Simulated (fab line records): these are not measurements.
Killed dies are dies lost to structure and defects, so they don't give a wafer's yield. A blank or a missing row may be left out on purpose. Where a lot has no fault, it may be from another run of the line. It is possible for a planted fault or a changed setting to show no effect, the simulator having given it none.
Split-lot experiment || flow n5-finfet || 39 wafers read from 7 lots, route of 1938 steps

== THE SPLIT ITSELF ==
At N5_BEOL_M14_ETCH_68 (etches SOC in N2/H2, time 450 s), the setting target-depth-a was moved away from the recipe's 9000 angstrom on 15 of the 39 wafers read, by -41.7% to +42.8%. All remaining wafers had this setting at the recipe value.

Reading taken at the split's own step.

== THE READING ==
SiARC_of_BEOL_M14_COAT_66.thk-nm (the simulator's own value, which no gauge read), in nm, at N5_BEOL_M14_ETCH_68 (etches SOC in N2/H2, time 450 s). No usual value for it is given in the file. The 24 wafers here that ran the recipe average 65.5 nm, standard deviation 0.65 nm.

{"wafer": "L076.1", "tool, chamber at the split": "rie-diel-06, 0", "target-depth-a as run, angstrom": 9000, "against the recipe": "recipe", "SiARC_of_BEOL_M14_COAT_66.thk-nm, nm": 66, "against lot-mates on the recipe": "-"}
{"wafer": "L076.2", "tool, chamber at the split": "rie-diel-06, 2", "target-depth-a as run, angstrom": 9000, "against the recipe": "recipe", "SiARC_of_BEOL_M14_COAT_66.thk-nm, nm": 65.4, "against lot-mates on the recipe": "-"}
{"wafer": "L076.3", "tool, chamber at the split": "rie-diel-06, 1", "target-depth-a as run, angstrom": 9000, "against the recipe": "recipe", "SiARC_of_BEOL_M14_COAT_66.thk-nm, nm": 66.4, "against lot-mates on the recipe": "-"}
{"wafer": "L076.4", "tool, chamber at the split": "rie-diel-06, 1", "target-depth-a as run, angstrom": 9000, "against the recipe": "recipe", "SiARC_of_BEOL_M14_COAT_66.thk-nm, nm": 66.8, "against lot-mates on the recipe": "-"}
{"wafer": "L076.5", "tool, chamber at the split": "rie-diel-06, 2", "target-depth-a as run, angstrom": 9000, "against the recipe": "recipe", "SiARC_of_BEOL_M14_COAT_66.thk-nm, nm": 65, "against lot-mates on the recipe": "-"}
{"wafer": "L076.6", "tool, chamber at the split": "rie-diel-06, 0", "target-depth-a as run, angstrom": 9000, "against the recipe": "recipe", "SiARC_of_BEOL_M14_COAT_66.thk-nm, nm": 65.6, "against lot-mates on the recipe": "-"}
{"wafer": "L077.1", "tool, chamber at the split": "rie-diel-05, 1", "target-depth-a as run, angstrom": 9000, "against the recipe": "recipe", "SiARC_of_BEOL_M14_COAT_66.thk-nm, nm": 64.6, "against lot-mates on the recipe": "-"}
{"wafer": "L077.2", "tool, chamber at the split": "rie-diel-05, 2", "target-depth-a as run, angstrom": 9000, "against the recipe": "recipe", "SiARC_of_BEOL_M14_COAT_66.thk-nm, nm": 65, "against lot-mates on the recipe": "-"}
{"wafer": "L077.3", "tool, chamber at the split": "rie-diel-05, 0,3", "target-depth-a as run, angstrom": 5249, "against the recipe": "-41.7%", "SiARC_of_BEOL_M14_COAT_66.thk-nm, nm": 84, "against lot-mates on the recipe": "+18.9"}
{"wafer": "L077.4", "tool, chamber at the split": "rie-diel-05, 0,3", "target-depth-a as run, angstrom": 5249, "against the recipe": "-41.7%", "SiARC_of_BEOL_M14_COAT_66.thk-nm, nm": 84, "against lot-mates on the recipe": "+18.9"}
{"wafer": "L077.5", "tool, chamber at the split": "rie-diel-05, 1", "target-depth-a as run, angstrom": 5249, "against the recipe": "-41.7%", "SiARC_of_BEOL_M14_COAT_66.thk-nm, nm": 83.6, "against lot-mates on the recipe": "+18.5"}
{"wafer": "L077.6", "tool, chamber at the split": "rie-diel-05, 0", "target-depth-a as run, angstrom": 9000, "against the recipe": "recipe", "SiARC_of_BEOL_M14_COAT_66.thk-nm, nm": 65.8, "against lot-mates on the recipe": "-"}
{"wafer": "L082.1", "tool, chamber at the split": "rie-diel-06, 1", "target-depth-a as run, angstrom": 7556, "against the recipe": "-16.0%", "SiARC_of_BEOL_M14_COAT_66.thk-nm, nm": 72.4, "against lot-mates on the recipe": "+7.1"}
{"wafer": "L082.2", "tool, chamber at the split": "rie-diel-06, 3", "target-depth-a as run, angstrom": 9000, "against the recipe": "recipe", "SiARC_of_BEOL_M14_COAT_66.thk-nm, nm": 65.2, "against lot-mates on the recipe": "-"}
{"wafer": "L082.6", "tool, chamber at the split": "rie-diel-06, 3", "target-depth-a as run, angstrom": 9000, "against the recipe": "recipe", "SiARC_of_BEOL_M14_COAT_66.thk-nm, nm": 65.2, "against lot-mates on the recipe": "-"}
{"wafer": "L082.3", "tool, chamber at the split": "rie-diel-06, 2", "target-depth-a as run, angstrom": 9000, "against the recipe": "recipe", "SiARC_of_BEOL_M14_COAT_66.thk-nm, nm": 65.6, "against lot-mates on the recipe": "-"}
{"wafer": "L082.4", "tool, chamber at the split": "rie-diel-06, 0", "target-depth-a as run, angstrom": 7556, "against the recipe": "-16.0%", "SiARC_of_BEOL_M14_COAT_66.thk-nm, nm": 73.4, "against lot-mates on the recipe": "+8.1"}
{"wafer": "L082.5", "tool, chamber at the split": "rie-diel-06, 0", "target-depth-a as run, angstrom": 7556, "against the recipe": "-16.0%", "SiARC_of_BEOL_M14_COAT_66.thk-nm, nm": 73.2, "against lot-mates on the recipe": "+7.9"}
{"wafer": "L084.1", "tool, chamber at the split": "rie-diel-06, 1", "target-depth-a as run, angstrom": 12020, "against the recipe": "+33.6%", "SiARC_of_BEOL_M14_COAT_66.thk-nm, nm": 50, "against lot-mates on the recipe": -15.8}
{"wafer": "L084.2", "tool, chamber at the split": "rie-diel-06, 0", "target-depth-a as run, angstrom": 9000, "against the recipe": "recipe", "SiARC_of_BEOL_M14_COAT_66.thk-nm, nm": 66.6, "against lot-mates on the recipe": "-"}
{"wafer": "L084.3", "tool, chamber at the split": "rie-diel-06, 3", "target-depth-a as run, angstrom": 12020, "against the recipe": "+33.6%", "SiARC_of_BEOL_M14_COAT_66.thk-nm, nm": 50.4, "against lot-mates on the recipe": -15.4}
{"wafer": "L084.4", "tool, chamber at the split": "rie-diel-06, 3", "target-depth-a as run, angstrom": 12020, "against the recipe": "+33.6%", "SiARC_of_BEOL_M14_COAT_66.thk-nm, nm": 49.8, "against lot-mates on the recipe": -16.0}
{"wafer": "L084.5", "tool, chamber at the split": "rie-diel-06, 1", "target-depth-a as run, angstrom": 9000, "against the recipe": "recipe", "SiARC_of_BEOL_M14_COAT_66.thk-nm, nm": 64.8, "against lot-mates on the recipe": "-"}
{"wafer": "L084.6", "tool, chamber at the split": "rie-diel-06, 0", "target-depth-a as run, angstrom": 9000, "against the recipe": "recipe", "SiARC_of_BEOL_M14_COAT_66.thk-nm, nm": 66, "against lot-mates on the recipe": "-"}
{"wafer": "L087.1", "tool, chamber at the split": "rie-diel-04, 2", "target-depth-a as run, angstrom": 9000, "against the recipe": "recipe", "SiARC_of_BEOL_M14_COAT_66.thk-nm, nm": 65.6, "against lot-mates on the recipe": "-"}
{"wafer": "L087.2", "tool, chamber at the split": "rie-diel-04, 0,1", "target-depth-a as run, angstrom": 5441, "against the recipe": "-39.5%", "SiARC_of_BEOL_M14_COAT_66.thk-nm, nm": 82.6, "against lot-mates on the recipe": "+17.3"}
{"wafer": "L087.4", "tool, chamber at the split": "rie-diel-04, 0,1", "target-depth-a as run, angstrom": 5441, "against the recipe": "-39.5%", "SiARC_of_BEOL_M14_COAT_66.thk-nm, nm": 82.6, "against lot-mates on the recipe": "+17.3"}
{"wafer": "L087.3", "tool, chamber at the split": "rie-diel-04, 3", "target-depth-a as run, angstrom": 9000, "against the recipe": "recipe", "SiARC_of_BEOL_M14_COAT_66.thk-nm, nm": 65, "against lot-mates on the recipe": "-"}
{"wafer": "L087.5", "tool, chamber at the split": "rie-diel-04, 0", "target-depth-a as run, angstrom": 5441, "against the recipe": "-39.5%", "SiARC_of_BEOL_M14_COAT_66.thk-nm, nm": 82.2, "against lot-mates on the recipe": "+16.9"}
{"wafer": "L087.6", "tool, chamber at the split": "rie-diel-04, 1", "target-depth-a as run, angstrom": 9000, "against the recipe": "recipe", "SiARC_of_BEOL_M14_COAT_66.thk-nm, nm": 65.4, "against lot-mates on the recipe": "-"}
{"wafer": "L088.2", "tool, chamber at the split": "rie-diel-06, 0", "target-depth-a as run, angstrom": 9000, "against the recipe": "recipe", "SiARC_of_BEOL_M14_COAT_66.thk-nm, nm": 66, "against lot-mates on the recipe": "-"}
{"wafer": "L088.3", "tool, chamber at the split": "rie-diel-06, 1", "target-depth-a as run, angstrom": 9000, "against the recipe": "recipe", "SiARC_of_BEOL_M14_COAT_66.thk-nm, nm": 64.4, "against lot-mates on the recipe": "-"}
{"wafer": "L088.6", "tool, chamber at the split": "rie-diel-06, 1", "target-depth-a as run, angstrom": 9000, "against the recipe": "recipe", "SiARC_of_BEOL_M14_COAT_66.thk-nm, nm": 64.4, "against lot-mates on the recipe": "-"}
{"wafer": "L097.1", "tool, chamber at the split": "rie-diel-04, 0", "target-depth-a as run, angstrom": 12850, "against the recipe": "+42.8%", "SiARC_of_BEOL_M14_COAT_66.thk-nm, nm": 45.6, "against lot-mates on the recipe": -20.1}
{"wafer": "L097.2", "tool, chamber at the split": "rie-diel-04, 1", "target-depth-a as run, angstrom": 9000, "against the recipe": "recipe", "SiARC_of_BEOL_M14_COAT_66.thk-nm, nm": 65, "against lot-mates on the recipe": "-"}
{"wafer": "L097.3", "tool, chamber at the split": "rie-diel-04, 2", "target-depth-a as run, angstrom": 9000, "against the recipe": "recipe", "SiARC_of_BEOL_M14_COAT_66.thk-nm, nm": 66.2, "against lot-mates on the recipe": "-"}
{"wafer": "L097.4", "tool, chamber at the split": "rie-diel-04, 3", "target-depth-a as run, angstrom": 12850, "against the recipe": "+42.8%", "SiARC_of_BEOL_M14_COAT_66.thk-nm, nm": 46.8, "against lot-mates on the recipe": -18.9}
{"wafer": "L097.5", "tool, chamber at the split": "rie-diel-04, 2", "target-depth-a as run, angstrom": 12850, "against the recipe": "+42.8%", "SiARC_of_BEOL_M14_COAT_66.thk-nm, nm": 46.6, "against lot-mates on the recipe": -19.1}
{"wafer": "L097.6", "tool, chamber at the split": "rie-diel-04, 3", "target-depth-a as run, angstrom": 9000, "against the recipe": "recipe", "SiARC_of_BEOL_M14_COAT_66.thk-nm, nm": 65.8, "against lot-mates on the recipe": "-"}
Where a row lists several chambers, the file gives one row for several wafers and doesn't say which wafer went through which chamber.

THE FIT
A straight line over all 39 wafers: SiARC_of_BEOL_M14_COAT_66.thk-nm changes by -0.445 nm for each +1% of target-depth-a; r = -1.00; the points scatter about the line by 0.62 nm.
The same after taking each lot's own level away (the mean of its wafers on the recipe; 39 wafers): -0.451 nm for each +1%; r = -1.00; scatter 0.57 nm.
That fit puts the effect of the largest move of target-depth-a on the reading at 19 nm.
From 64.93 to 65.87 nm: that is the span of the lots' own levels, equal to 1.4 times the standard deviation above.
Hence the lot-to-lot level has little effect on the slope; both slopes agree.
Check: -19.3 nm against its lot-mates is what the line predicts for one of the wafers moved furthest among these (+42.8%) when that wafer is left out of the fit. Against them it came out at -20.1 nm.

== THESE WAFERS: OTHER SPLITS ==
Other splits were also applied to these wafers ahead of the reading. Each is held against what the fit with the lots' levels taken away leaves over:
{"other split on the same wafers": "N5_DUMMY_GATE_ETCH_31 target-depth-a", "wafers away from the commonest value": 15, "r with SiARC_of_BEOL_M14_COAT_66.thk-nm (lot level and that fit taken away)": "+0.04"}
{"other split on the same wafers": "N5_HKMG_FIN_HK_ALD_01 ald-cycles", "wafers away from the commonest value": 15, "r with SiARC_of_BEOL_M14_COAT_66.thk-nm (lot level and that fit taken away)": "+0.14"}
{"other split on the same wafers": "N5_MOL_CONTACT_COAG_ALD_27 ald-cycles", "wafers away from the commonest value": 12, "r with SiARC_of_BEOL_M14_COAT_66.thk-nm (lot level and that fit taken away)": -0.02}
{"other split on the same wafers": "N5_BEOL_M4_ETCH_64 time-s", "wafers away from the commonest value": 15, "r with SiARC_of_BEOL_M14_COAT_66.thk-nm (lot level and that fit taken away)": -0.21}
{"other split on the same wafers": "N5_BEOL_M8_PECVD_70 time-s", "wafers away from the commonest value": 18, "r with SiARC_of_BEOL_M14_COAT_66.thk-nm (lot level and that fit taken away)": "+0.06"}
{"other split on the same wafers": "N5_BEOL_M10_VIA_ETCH_34 time-s", "wafers away from the commonest value": 15, "r with SiARC_of_BEOL_M14_COAT_66.thk-nm (lot level and that fit taken away)": "+0.32"}

== FILE'S OWN FIT ==
SiARC_of_BEOL_M14_COAT_66.thk-nm changes by -0.451 nm for each +1% of target-depth-a, r = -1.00.
